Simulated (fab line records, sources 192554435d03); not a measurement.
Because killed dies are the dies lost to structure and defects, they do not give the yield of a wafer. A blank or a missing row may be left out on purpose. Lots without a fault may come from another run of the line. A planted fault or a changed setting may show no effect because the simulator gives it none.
8D (eight disciplines) problem report, filled in by code :: flow n5_finfet :: the parts of the form that need people (team, actions taken, sign-off) are left out

## 1. THE ISSUE
At N5_BEOL_M2_COAT_22, spin_speed_rpm averages 1569.2 rpm over 6 wafers from 2 lots, while fault-free wafers read 1500.2 rpm, standard deviation 1.4. That is +49 standard deviations from the usual mean.
The step: resist thk 30 nm.
First seen on wafer L954.2, day 10 12:25, on litho_track-01. Wafers with a number at this step in the record: 30, from 10 lots. By rule, "out" or "out of limits" means more than 4 standard deviations away from the usual mean. Any other wafer with a number is counted as sound.

## 2. WHAT IT IS; WHAT IT IS NOT
question: which readings at this step
is: spin_speed_rpm
is not: -

question: which lots
is: L954, L957
is not: L938, L941, L944, L946, L947, L948, L955, L961

question: which wafers of those lots
is: all that have a number
is not: -

question: read on which tools
is: litho_track-01
is not: litho_track-02, litho_track-04

question: when
is: from day 10 12:25
is not: up to then (18 sound wafers); but 6 sound wafers of L955, L961 came after

## 3. WHAT RULES OUT EACH SUSPECT
Counting: a tool stays on the suspect list if, at a process step up to the reading, it processed all lots that are out and no sound lot following the first of them.
- litho_track-01 at N5_BEOL_M2_COAT_22 (resist thk 30 nm): kept. Every lot that is out went through it, starting with L954 (day 10 12:25), and after that it ran no sound lot; the last sound lot it ran before then is L947 (day 8 21:37). On those wafers its own readings are out: spin_speed_rpm.
Left after counting: litho_track-01 at N5_BEOL_M2_COAT_22.

## 4. THE CAUSE (what the simulator had put in)
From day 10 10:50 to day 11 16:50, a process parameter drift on litho_track-01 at N5_BEOL_M2_COAT_22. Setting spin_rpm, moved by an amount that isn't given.
Only this tool survived the counting.

## 5. THE EFFECT CHAIN, in route order
Each row: a reading whose mean over the struck wafers that have a number lies more than 3 standard deviations from the usual. Only readings for which the record gives a usual standard deviation are gone through. hours: the time from each lot's start at the first step in this table that gives one to its start at this step, as a median over the lots. sigmas: the change in usual standard deviations.
hours: 0
step: N5_BEOL_M2_COAT_22
reading: spin_speed_rpm
usual: 1500.2 rpm
on struck wafers: 1569.2
change: +69.0
sigmas: +49
Its process steps:
- N5_BEOL_M2_COAT_22: resist thk 30 nm.
At these later measuring or inspecting steps, every struck wafer for which the step has a row has a number for every such reading, and none has moved that far: N5_BEOL_M2_OVL_MEAS_29, N5_BEOL_M4_RC_MEAS_101.

## 6. HOW IT WOULD HAVE BEEN CAUGHT EARLIER
In this record no reading fell out of limits until day 10 12:25, 2 hours after the fault had begun at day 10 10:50.
